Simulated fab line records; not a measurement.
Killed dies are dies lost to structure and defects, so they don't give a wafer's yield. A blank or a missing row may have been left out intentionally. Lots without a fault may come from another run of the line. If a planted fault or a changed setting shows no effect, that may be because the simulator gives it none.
fab line records | flow n5-finfet
record lots=5 wafers=15 last-day=17
route steps=1938 shown SD_EPI_P@308 SD_ACTIVATION@330 ILD0@335 SDB@347 BEOL_M4@1111 PASSIVATION@1936
lots that met no fault: taken from a fault-free run of the same line
start-h: the number of hours between the record's first day and the start of the first shown wafer of the lot | wait-h: how many hours have passed since the lot's step before this one | " same as the row above | L1.1+2: one row covering several wafers at once | - no value present, or no start provided | * or withheld: withheld | < > ~ a bound
route shown NAME@n: names a module that has steps shown in the file, with the first one's number in the route | usual: average and standard deviation across the fault-free wafers | same: alike in all rows | chamber/n: place in a boat | sites: each site's reading | _std_site: how widely they spread, as a standard deviation | _edge_site: outer sites' mean less inner sites' | radius-mm: how far each site lies from the wafer's centre | mask NAME#n: copy n | behind: the most recent tool/chamber to have shaped the wafer | hold: reason for holding the lot/hours on hold/outcome of the hold | device: which transistor (n, p or np) failed to switch | end of line: tests of these same wafers at the route's end | step lacking rows: just its recipe | killed: not the wafer's yield, but the dies lost to structure and defects at the first sort | map: a wafer's dies, x killed, . not, _ none there
set.NAME: the setting as run; set.NAME@STEP: as run at that earlier step | model.NAME: the simulator's own value behind a step, which no gauge read
lots seen at some steps along the route; tables by step, rows by wafer
## steps
# step N5_SD_EPI_P_ETCH_37
# recipe chemistry=N2/H2 target=SOC overetch-a=1080 mask-material=SiARC temp-c=40 ion-energy-ev=100 source-w=3000 bias-w=133 pressure-mtorr=20 time-s=486 n2-flow-sccm=200 h2-flow-sccm=200 ends=end-point
# step N5_SD_EPI_P_STRIP_38
# recipe chemistry=N2/H2 temp-c=40 n2-flow-sccm=200 h2-flow-sccm=200 rf-frequency-hz=6e+07
# step N5_SD_EPI_P_ETCHBACK_46
# recipe chemistry=CH3F/O2 mode=anisotropic-etchback target=SiNx target-depth-a=175 stop-on=SiO2 over-etch-frac=0.3 ion-energy-ev=120 pressure-mtorr=30 source-w=395 bias-w=73 Ar_flow_sccm=150 CH3F_flow_sccm=30 O2_flow_sccm=20
# step N5_SD_EPI_P_ETCH_47
# recipe chemistry=CH3F/O2 target=SiOCN target-depth-a=250 mask-material=SOC ion-energy-ev=60 bias-w=29 pressure-mtorr=30 source-w=410 Ar_flow_sccm=150 CH3F_flow_sccm=30 O2_flow_sccm=20
# step N5_SD_EPI_P_ETCH_16
# recipe chemistry=CHF3/O2 target=SiO2 target-depth-a=50 mask-material=SOC pressure-mtorr=30 source-w=650 bias-w=170 Ar_flow_sccm=200 CHF3_flow_sccm=50 O2_flow_sccm=5 ion-energy-ev=200
# step N5_SD_EPI_P_STRIP_50
# recipe chemistry=CHF3/O2 resist=SiARC rf-frequency-hz=6e+07
# step N5_SD_EPI_P_SD_RECESS_17
# recipe chemistry=HBr/Cl2/O2 target-depth-a=391 bt-time-s=3 pressure-mtorr=10 icp-w=800 bias-w=112 HBr_flow_sccm=150 Cl2_flow_sccm=80 O2_flow_sccm=12
# step N5_SD_EPI_P_WET_ETCH_45
# recipe chemistry=dHF dilution=withheld time-s=10.7 target=SiO2 target-depth-a=20 temp-c=25 dry=ipa-marangoni rinse-time-s=30 rinse-temp-c=23
# step N5_SD_EPI_P_STRIP_40
# recipe chemistry=N2/H2 power-w=1000 temp-c=250 h2-frac=0.65 overash-fraction=0.3 pressure-mtorr=withheld n2-flow-sccm=1750 h2-flow-sccm=3250
# step N5_SD_EPI_P_PRECLEAN_52
# recipe chemistry=O3/DIW time-s=60 temp-c=22 o3-ppm=10
# step N5_SD_EPI_P_SRD_20
# recipe dry=ipa-marangoni do-ppb=5 time-s=30 temp-c=23 rinse-liquid=diw
# step N5_SD_EPI_P_PRECLEAN_51
# recipe chemistry=NF3:NH3 afs-cycles=1 temp-c=30 time-s=20 sublimation-temp-c=180 sublimation-time-s=60 pressure-torr=3 rf-power-w=30
# step N5_SD_EPI_P_VAPOR_ETCH_44
# recipe chemistry=NF3/Ar target=SiGe30 temp-c=25 time-s=3.3 mode=isotropic
# columns lot.wafer tool chamber start-h wait-h
L602.3+4+6 epi-rpcvd-02 0 103.27 0.3
L604.4+5+6 epi-rpcvd-03 0 117.97 0.1
L605.4+5+6 epi-rpcvd-03 0 123.08 0.1
L606.3+5+6 epi-rpcvd-03 0 128.66 0.1
L617.3+4+6 epi-rpcvd-03 0 193.20 0.1
# step N5_SD_EPI_P_EPI_21
# recipe material=SiGe:B dopant=B temp-c=550 pressure-torr=20 ambient=H2 time-s=355
# step N5_SD_EPI_P_HM_STRIP_48
# recipe chemistry=H3PO4 temp-c=160 material=SiNx target=SiNx target-depth-a=30 overetch-fraction=0.3
# step N5_SD_EPI_P_SRD_49
# recipe dry=ipa-marangoni time-s=30 temp-c=23 rinse-liquid=diw
# step N5_SD_EPI_P_PRECLEAN_24
# recipe chemistry=O3/DIW time-s=45 temp-c=22 o3-ppm=10
# step N5_SD_EPI_P_PRECLEAN_32
# recipe chemistry=dHF time-s=10 dilution=500:1 temp-c=25
# step N5_SD_EPI_P_PRECLEAN_33
# recipe chemistry=SC2 time-s=45 temp-c=35 mix=1:1:50
# step N5_SD_EPI_P_SRD_25
# recipe time-s=30 temp-c=23 rinse-liquid=diw dry=ipa-marangoni
# step N5_SD_ACTIVATION_RTA_00
# recipe temp-c=975 time-s=0 ambient=N2 idle-temp-c=600 ramp-up-c-per-s=150 ramp-down-c-per-s=60 cool-to-c=600
# step N5_SD_ACTIVATION_LSA_01
# recipe temp-c=1080 time-s=0.0008 ambient=N2
# step N5_ILD0_LINER_00
# recipe material=SiNx target-thk-a=40 temp-c=400 ald-precursor-family=SiH2I2 ald-co-reactant=N2/H2-plasma pulse-time-s=1 purge-time-s=2 co-reactant-purge-time-s=2 ald-cycles=80 pressure-torr=2
# step N5_ILD0_FCVD_FILL_01
# recipe material=SiO2_flowable target-thk-a=2000 temp-c=100 pressure-torr=0.8 rf-w=2000 time-s=328.3
# step N5_ILD0_CURE_02
# recipe temp-c=450 time-s=1800 ambient=steam idle-temp-c=400 ramp-up-c-per-min=5 ramp-down-c-per-min=3 densification-p-h2o-torr=640
# step N5_ILD0_CMP_03
# recipe stop-on=SiNx t-overpolish-s=1.9 post-cmp-clean=alkaline-brush down-force-psi=4.1491 platen-rpm=51.796 pad-velocity-m-s=1.0306 target-thk-nm=197.38
# step N5_ILD0_CMP_07
# recipe stop-on=poly-Si material=SiO2_flowable t-overpolish-s=1.18 post-cmp-clean=alkaline-brush down-force-psi=4.1491 platen-rpm=51.796 pad-velocity-m-s=1.0306 target-thk-nm=138.88
# step N5_ILD0_PRECLEAN_10
# recipe chemistry=NF3:NH3 afs-cycles=5 time-s=20 temp-c=30 sublimation-temp-c=180 sublimation-time-s=60 pressure-torr=3 rf-power-w=30
# step N5_ILD0_ALD_15
# recipe material=SiNx target-thk-a=240 temp-c=400 ald-precursor-family=SiH2I2 ald-co-reactant=N2/H2-plasma pulse-time-s=1 ald-cycles=480 purge-time-s=2 co-reactant-purge-time-s=2 pressure-torr=2
# step N5_ILD0_CMP_12
# recipe stop-on=poly-Si material=SiNx t-overpolish-s=6 post-cmp-clean=alkaline-brush down-force-psi=2.5 platen-rpm=51.8 pad-velocity-m-s=1.0307 target-thk-nm=17.67
# step N5_SDB_HM_DEP_00
# recipe material=SiNx target-thk-a=400 temp-c=400 precursor=SiH4/NH3/N2 pressure-torr=1.5 rf-w=300 time-s=35.3
# step N5_SDB_COAT_03
# recipe resist=SOC temp-c=250 time-s=60 spin-rpm=1500 resist-thk-nm=100
# step N5_SDB_COAT_04
# recipe resist=SiARC temp-c=220 time-s=60 spin-rpm=1500 resist-thk-nm=18
# step N5_BEOL_M4_RC_MEAS_101
# usual DIBL_N=35.8/1.8 DIBL_P=35.6/2 IOFF_N=0.148/0.028 IOFF_P=0.20/0.034 IOFF_P_85C=3.5/0.49 IOFF_P_LIN=0.096/0.014 ION_N=672/12 ION_P=462/8.5 REXT_P=100.4/2.1 SS_N=71.2/0.65 SS_P=73.1/0.67 VT_N=251/3.3 VT_P=-251/3.8 VT_P_LVT=-100/3.3
# columns lot.wafer tool chamber start-h wait-h DIBL_N[mV/V] DIBL_P[mV/V] IOFF_N[nA/um] IOFF_P[nA/um] IOFF_P_85C[nA/um] IOFF_P_LIN[nA/um] ION_N[uA/um] ION_P[uA/um] REXT_P[ohm.um] SS_N[mV/dec] SS_P[mV/dec] VT_N[mV] VT_P[mV] VT_P_LVT[mV]
L602.3 prober-01 0 204.53 0.3 34.5 34.1 0.130 0.21 3.5 0.100 667 461 100.6 70.9 72.8 254 -248 -98
L602.4 " 0 " " 34.9 34.2 0.126 0.21 3.6 0.101 667 468 99.5 70.9 72.9 253 -248 -99
L602.6 " 0 " " 34.5 32.8 0.126 0.19 3.4 0.096 676 471 100.8 70.6 73.7 253 -252 -98
L604.4 prober-01 0 221.97 0.5 35.9 31.9 0.144 0.11 2.1 0.057 674 432 115.0 71.4 72.5 252 -265 -114
L604.5 " 0 " " 35.4 30.7 0.135 0.10 1.9 0.054 678 430 116.3 69.6 72.1 253 -265 -115
L604.6 " 0 " " 35.8 34.9 0.143 0.18 3.1 0.088 665 454 97.5 70.8 73.1 253 -253 -105
L605.4 prober-01 0 232.01 0.5 34.7 31.1 0.142 0.10 2.0 0.056 678 427 121.5 71.1 71.6 249 -261 -113
L605.5 " 0 " " 32.9 28.9 0.118 0.09 1.8 0.050 671 427 121.8 70.8 71.8 250 -262 -115
L605.6 " 0 " " 35.9 36.8 0.151 0.20 3.5 0.094 670 461 101.3 70.8 72.7 249 -252 -101
L606.3 prober-01 0 242.45 0.3 35.0 36.5 0.149 0.22 3.7 0.102 667 466 98.8 71.0 73.6 250 -251 -97
L606.5 " 0 " " 35.1 31.9 0.157 0.12 2.2 0.061 676 429 123.8 71.2 72.5 248 -259 -110
L606.6 " 0 " " 35.4 36.0 0.158 0.21 3.6 0.098 665 458 102.4 71.1 73.4 248 -250 -99
L617.3 prober-02 0 311.02 0.3 34.3 34.4 0.142 0.20 3.4 0.098 690 471 101.6 70.7 72.1 253 -250 -100
L617.4 " 0 " " 37.9 38.2 0.200 0.25 4.2 0.115 686 472 102.6 71.2 73.8 247 -247 -97
L617.6 " 0 " " 38.1 38.1 0.214 0.26 4.3 0.120 705 481 103.5 71.2 72.8 243 -244 -97
# step N5_PASSIVATION_PROBE_49
# usual defect-limited-yield=91.3/1.5 killed_at_M0_to_M3=34/11 killed_at_M4_up=14/6.1 killed-at-contacts=12/5.9 killed-at-front-end=39/11 killed-at-other=4/3.3 killed-dies=102/18 killed-open=67/13 killed-short=33/7.9 sort_bin_5_function=5.1/1 sort_bin_6_memory=3.3/0.7 sort_bin_8_speed=0.1/0.69 sort-n-pass=1077/19 sort-yield-pct=91.3/1.6
# same gross-dies=1180 killed-at-back-side=0 sort_bin_4_leakage[%]=0
# columns lot.wafer tool chamber start-h wait-h defect-limited-yield[%] killed_at_M0_to_M3 killed_at_M4_up killed-at-contacts killed-at-front-end killed-at-other killed-dies killed-open killed-short sort_bin_5_function[%] sort_bin_6_memory[%] sort_bin_8_speed[%] sort-n-pass sort-yield-pct[%]
L602.3 prober-01 - 306.65 0.1 92.1 18 6 17 43 9 93 56 35 4.3 3.3 0 1087 92.1
L602.4 prober-01 - 306.70 0.2 90.5 31 14 17 46 4 112 68 44 5.8 3.3 0 1068 90.5
L602.6 prober-01 - 306.80 0.3 93.0 18 6 7 45 7 83 62 21 4.1 2.7 0 1097 93.0
L604.4 prober-02 - 320.20 0.2 91.5 29 11 13 40 7 100 56 39 5.1 3.1 10.9 951 80.6
L604.5 prober-02 - 320.25 0.2 90.9 31 20 14 38 4 107 71 35 5.4 3.1 22.6 806 68.3
L605.4 prober-01 - 328.22 0.2 93.2 40 10 7 16 7 80 44 35 4.6 2.1 35.9 676 57.3
L605.5 prober-01 - 328.27 0.2 89.6 46 16 19 33 9 123 81 40 7.0 3.0 35.8 634 53.7
L605.6 prober-01 - 328.32 0.3 91.1 42 9 11 35 8 105 67 38 5.4 3.4 0 1075 91.1
L606.3 prober-02 - 343.12 0.1 93.5 36 9 7 25 0 77 44 26 3.1 2.9 0 1103 93.5
L606.5 prober-02 - 343.22 0.2 89.9 44 19 16 40 0 119 80 33 6.2 3.4 22.4 797 67.5
L606.6 prober-02 - 343.27 0.3 89.4 58 8 26 33 0 125 76 45 6.6 3.7 0 1055 89.4
L617.3 prober-01 - 404.29 0.1 93.5 37 2 14 24 0 77 52 23 4.0 2.3 0 1103 93.5
L617.4 prober-01 - 404.34 0.2 91.4 39 17 10 34 2 102 72 26 4.6 3.9 0 1078 91.4
L617.6 prober-01 - 404.44 0.3 91.9 28 16 9 42 1 96 68 26 5.1 3.0 0 1084 91.9
# killed by level:class
L602.3 MOL_CONTACT_COAG:geometric-particle:open=13 STI_FIN_REVEAL:geometric-particle:open=10 GATE_CUT:geometric-particle:short=9 FIN_SAQP:geometric-particle:open=7 BEOL_M3:geometric-particle:open=6 STI_FIN_REVEAL:geometric-particle:short=5 BEOL_M0_SAQP:geometric-particle:open=4 DUMMY_GATE:geometric-particle:open=4
L602.4 MOL_CONTACT_COAG:geometric-particle:open=14 GATE_CUT:geometric-particle:short=12 BEOL_M3:geometric-particle:open=10 BEOL_M0_SAQP:geometric-particle:short=8 DUMMY_GATE:geometric-particle:open=7 BEOL_M0_SAQP:geometric-particle:open=7 FIN_SAQP:geometric-particle:open=6 BEOL_M4:geometric-particle:open=5
L602.6 FIN_SAQP:geometric-particle:open=14 STI_FIN_REVEAL:geometric-particle:open=12 MOL_CONTACT_COAG:geometric-particle:open=7 BEOL_M0_SAQP:geometric-particle:short=6 DUMMY_GATE:geometric-particle:open=4 GATE_CUT:geometric-particle:short=4 BEOL_M0_SAQP:geometric-particle:open=4 BEOL_M2:geometric-particle:open=4
L604.4 MOL_CONTACT_COAG:geometric-particle:open=10 STI_FIN_REVEAL:geometric-particle:open=10 BEOL_M0_SAQP:geometric-particle:open=8 DUMMY_GATE:geometric-particle:short=7 BEOL_M0_SAQP:geometric-particle:short=6 DUMMY_GATE:geometric-particle:open=5 BEOL_M1:geometric-particle:open=5 BEOL_M1:geometric-particle:short=4
L604.5 MOL_CONTACT_COAG:geometric-particle:open=11 BEOL_M4:geometric-particle:open=11 DUMMY_GATE:geometric-particle:open=10 BEOL_M0_SAQP:geometric-particle:short=10 GATE_CUT:geometric-particle:short=6 GATE_CUT:geometric-particle:open=5 BEOL_M0_SAQP:geometric-particle:open=5 BEOL_M0:geometric-particle:open=5
L605.4 BEOL_M0_SAQP:geometric-particle:short=9 BEOL_M0_SAQP:geometric-particle:open=7 BEOL_M1:geometric-particle:open=7 BEOL_M4:geometric-particle:open=6 MOL_CONTACT_COAG:geometric-particle:open=5 BEOL_M3:geometric-particle:open=4 FIN_SAQP:geometric-particle:short=3 GATE_CUT:geometric-particle:short=3
L605.5 MOL_CONTACT_COAG:geometric-particle:open=18 BEOL_M0_SAQP:geometric-particle:short=13 STI_FIN_REVEAL:geometric-particle:open=10 BEOL_M4:geometric-particle:open=10 FIN_SAQP:geometric-particle:open=8 GATE_CUT:geometric-particle:short=7 BEOL_M0_SAQP:geometric-particle:open=6 BEOL_M3:geometric-particle:open=6
L605.6 BEOL_M0_SAQP:geometric-particle:short=9 BEOL_M1:geometric-particle:open=8 GATE_CUT:geometric-particle:short=7 STI_FIN_REVEAL:geometric-particle:open=7 MOL_CONTACT_COAG:geometric-particle:open=7 BEOL_M0_SAQP:geometric-particle:open=7 BEOL_M2:geometric-particle:open=6 FIN_SAQP:geometric-particle:short=4
L606.3 BEOL_M0_SAQP:geometric-particle:short=10 BEOL_M0_SAQP:geometric-particle:open=8 MOL_CONTACT_COAG:geometric-particle:open=6 BEOL_M2:geometric-particle:open=5 STI_FIN_REVEAL:geometric-particle:open=4 BEOL_M4:geometric-particle:open=4 STARTING-WAFER:geometric-particle:open=4 HKMG_FIN:area-etch=4
L606.5 MOL_CONTACT_COAG:geometric-particle:open=14 BEOL_M4:geometric-particle:open=12 BEOL_M0_SAQP:geometric-particle:short=8 BEOL_M0_SAQP:geometric-particle:open=8 BEOL_M2:geometric-particle:open=8 BEOL_M3:geometric-particle:open=7 BEOL_M1:geometric-particle:open=6 STARTING-WAFER:geometric-particle:short=6
L606.6 MOL_CONTACT_COAG:geometric-particle:open=22 BEOL_M1:geometric-particle:open=10 BEOL_M0_SAQP:geometric-particle:short=9 FIN_SAQP:geometric-particle:open=7 BEOL_M2:geometric-particle:short=7 STARTING-WAFER:geometric-particle:open=7 BEOL_M0_SAQP:geometric-particle:open=6 BEOL_M2:geometric-particle:open=6
L617.3 BEOL_M3:geometric-particle:open=17 MOL_CONTACT_COAG:geometric-particle:open=10 STI_FIN_REVEAL:geometric-particle:open=9 FIN_SAQP:geometric-particle:short=4 BEOL_M0_SAQP:geometric-particle:short=4 BEOL_M0_SAQP:geometric-particle:open=4 FIN_SAQP:geometric-particle:open=3 MOL_CONTACT_COAG:geometric-particle:short=3
L617.4 BEOL_M3:geometric-particle:open=14 STI_FIN_REVEAL:geometric-particle:open=11 MOL_CONTACT_COAG:geometric-particle:open=8 BEOL_M1:geometric-particle:open=7 DUMMY_GATE:geometric-particle:open=5 FIN_SAQP:geometric-particle:short=4 BEOL_M4:geometric-particle:open=4 BEOL_M0_SAQP:geometric-particle:short=4
L617.6 STI_FIN_REVEAL:geometric-particle:open=13 FIN_SAQP:geometric-particle:open=9 BEOL_M0_SAQP:geometric-particle:open=6 DUMMY_GATE:geometric-particle:open=5 MOL_CONTACT_COAG:geometric-particle:open=5 BEOL_M1:geometric-particle:open=5 BEOL_M0_SAQP:geometric-particle:short=4 BEOL_M2:geometric-particle:open=4
# map L604.5 (x killed, . not)
_________________............________________
______________............x...x._____________
___________........x...............__________
__________.........................._________
________...................x.x........_______
_______...x............x......x........______
______...........x.x...................x_____
_____x...........x......x.........x..x...____
____x....x...x............................___
___...x......x.......x...x..x....x.......x.__
___x.....x........x..........x.............__
__x.x.x....x...............x................_
__.................................xx......x_
_.......xx....x........x.....xx..............
_..........................................x.
_..................x..............x..x.x.....
_......x........x..........................x.
_..xx..x............x.......x.x........x.....
_...xx............x....x..............x....xx
_x....xx....x...............x................
_..............x......x......................
__....xx.............................xx....._
__..x.....xx.............x.x......x........._
___................................x.....x.__
___.......x...................x.x..........__
____......................................___
_____.....x..............................____
______.....xx.x...xx................x..._____
_______.........x.................x....______
________......................x......._______
__________xx...x...................x_________
___________...............x...x..x.__________
______________.................._____________
_________________...x.x......________________
# map L605.5 (x killed, . not)
_________________...x........________________
______________......x..........._____________
___________....x.........x.........__________
__________.x.................x......_________
________......................x......._______
_______................................______
______...............x..x.......x......x_____
_____..xxx.............x..x...x..........____
____...........................xx.....x...___
___...x............xx......x......x........__
___.............x.....x.x...........x..x...__
__.............x..........................x._
__..x.xxx................x........x......x.._
_x.............x.x......x..x..x.............x
_......x...............................x.....
_...x.........x....x..x......xx............x.
_...................x..............x......x..
_....x..........x.xx.x.x.............x.x.....
_...........x......x..x.....x................
_....................x.x..........x.....x..x.
_x...........................x...x.x......x..
__x........................................x_
__.............x............................_
___....x.........x....x.......x............__
___x.x....................x..x.....x.......__
____..xx...............xx...x.............___
_____.....x......x...............x..x.x..____
______....................x..x........x._____
_______..x......x.....x....x...x.......______
________.....x.x......x....x........x._______
__________x....................x...._________
___________..........x.x..x..x.....__________
______________....xx............_____________
_________________............________________
## key
first-sign step=N5_BEOL_M4_RC_MEAS_101 reading=REXT_P direction=up sigmas=9.2 usual=100.4 struck=119.7
effect step=N5_BEOL_M4_RC_MEAS_101 reading=VT_P_LVT direction=down sigmas=4.1 usual=-100 struck=-113
effect step=N5_BEOL_M4_RC_MEAS_101 reading=ION_P direction=down sigmas=3.8 usual=462 struck=429
effect step=N5_BEOL_M4_RC_MEAS_101 reading=VT_P direction=down sigmas=3.1 usual=-251 struck=-262
effect step=N5_BEOL_M4_RC_MEAS_101 reading=IOFF_P_85C direction=down sigmas=3 usual=3.5 struck=2.0
effect step=N5_BEOL_M4_RC_MEAS_101 reading=IOFF_P_LIN direction=down sigmas=3 usual=0.096 struck=0.055
effect step=N5_BEOL_M4_RC_MEAS_101 reading=IOFF_P direction=down sigmas=2.9 usual=0.20 struck=0.10
effect step=N5_BEOL_M4_RC_MEAS_101 reading=DIBL_P direction=down sigmas=2.4 usual=35.6 struck=30.9
effect step=N5_PASSIVATION_PROBE_49 reading=sort_bin_8_speed direction=up sigmas=37 usual=0.1 struck=25.5
met-at N5_SD_EPI_P_VAPOR_ETCH_44
struck-wafers L604.4,L604.5,L605.4,L605.5,L606.5
fault kind=process-parameter-drift tool=epi-rpcvd-03 chamber=- onset-h=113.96 steps=N5_SD_EPI_P_VAPOR_ETCH_44 channel=time-s offset=* shape=step end-h=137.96 scope=struck-wafers-only acts-in=* stated=*
